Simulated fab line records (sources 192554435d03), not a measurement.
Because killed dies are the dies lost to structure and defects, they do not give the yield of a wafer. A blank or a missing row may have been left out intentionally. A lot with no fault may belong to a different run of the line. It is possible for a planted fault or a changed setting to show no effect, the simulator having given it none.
Chamber matching :: flow n5_finfet :: N5_BEOL_M11_ETCH_66 on rie_diel-02 has 4 sister chambers
The step etches SOC in N2/H2, target depth 120 nm, overetch 24 nm, time 180 s. 8 wafers are shown with their chamber, then 9 later ones without.

WAFERS, EACH WITH ITS CHAMBER
wafer: L078.4
chamber: 0
showerhead_plenum_p_Torr (Torr): 2.50
drypump_motor_current_A (A): 5.9

wafer: L081.2
chamber: 2
showerhead_plenum_p_Torr (Torr): 2.52
drypump_motor_current_A (A): 5.8

wafer: L082.2
chamber: 2
showerhead_plenum_p_Torr (Torr): 2.52
drypump_motor_current_A (A): 5.7

wafer: L082.4
chamber: 3
showerhead_plenum_p_Torr (Torr): 2.42
drypump_motor_current_A (A): 5.1

wafer: L082.6
chamber: 1
showerhead_plenum_p_Torr (Torr): 2.45
drypump_motor_current_A (A): 5.9

wafer: L085.3
chamber: 3
showerhead_plenum_p_Torr (Torr): 2.42
drypump_motor_current_A (A): 5.0

wafer: L085.5
chamber: 1
showerhead_plenum_p_Torr (Torr): 2.44
drypump_motor_current_A (A): 5.9

wafer: L085.6
chamber: 0
showerhead_plenum_p_Torr (Torr): 2.49
drypump_motor_current_A (A): 6.0

WAFERS WITHOUT THEIR CHAMBER
wafer: L087.2
showerhead_plenum_p_Torr (Torr): 2.44
drypump_motor_current_A (A): 5.9

wafer: L087.4
showerhead_plenum_p_Torr (Torr): 2.51
drypump_motor_current_A (A): 5.8

wafer: L087.6
showerhead_plenum_p_Torr (Torr): 2.41
drypump_motor_current_A (A): 5.1

wafer: L086.1
showerhead_plenum_p_Torr (Torr): 2.51
drypump_motor_current_A (A): 5.8

wafer: L086.2
showerhead_plenum_p_Torr (Torr): 2.49
drypump_motor_current_A (A): 5.9

wafer: L086.5
showerhead_plenum_p_Torr (Torr): 2.44
drypump_motor_current_A (A): 5.9

wafer: L090.1
showerhead_plenum_p_Torr (Torr): 2.44
drypump_motor_current_A (A): 5.9

wafer: L090.5
showerhead_plenum_p_Torr (Torr): 2.49
drypump_motor_current_A (A): 5.9

wafer: L090.6
showerhead_plenum_p_Torr (Torr): 2.44
drypump_motor_current_A (A): 5.9

THE CHAMBER EACH PASSED THROUGH
wafer: L087.2
from the rows above: 1
in truth: 1

wafer: L087.4
from the rows above: can't be placed: 2 or 0
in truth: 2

wafer: L087.6
from the rows above: 3
in truth: 3

wafer: L086.1
from the rows above: can't be placed: 2 or 0
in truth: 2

wafer: L086.2
from the rows above: 0
in truth: 0

wafer: L086.5
from the rows above: 1
in truth: 1

wafer: L090.1
from the rows above: 1
in truth: 1

wafer: L090.5
from the rows above: 0
in truth: 0

wafer: L090.6
from the rows above: 1
in truth: 1
Placed correctly: 7 of 9. From these rows, 2 cannot be placed; in 2 the true chamber is one of the candidates. 0 placed wrongly.
How it was worked out, from the rows above alone: a wafer's distance from a chamber is the root of the sum, over the readings, of the square of ((its reading less the chamber's mean) divided by the reading's scatter). If the next closest chamber is less than 2 further off than the closest, the wafer can't be placed; otherwise it belongs to the closest. Each chamber's mean is taken over the wafers shown for it. The scatter is the square root of a quotient: the sum, over the shown wafers, of each reading's squared deviation from its chamber's mean, divided by wafers minus chambers.
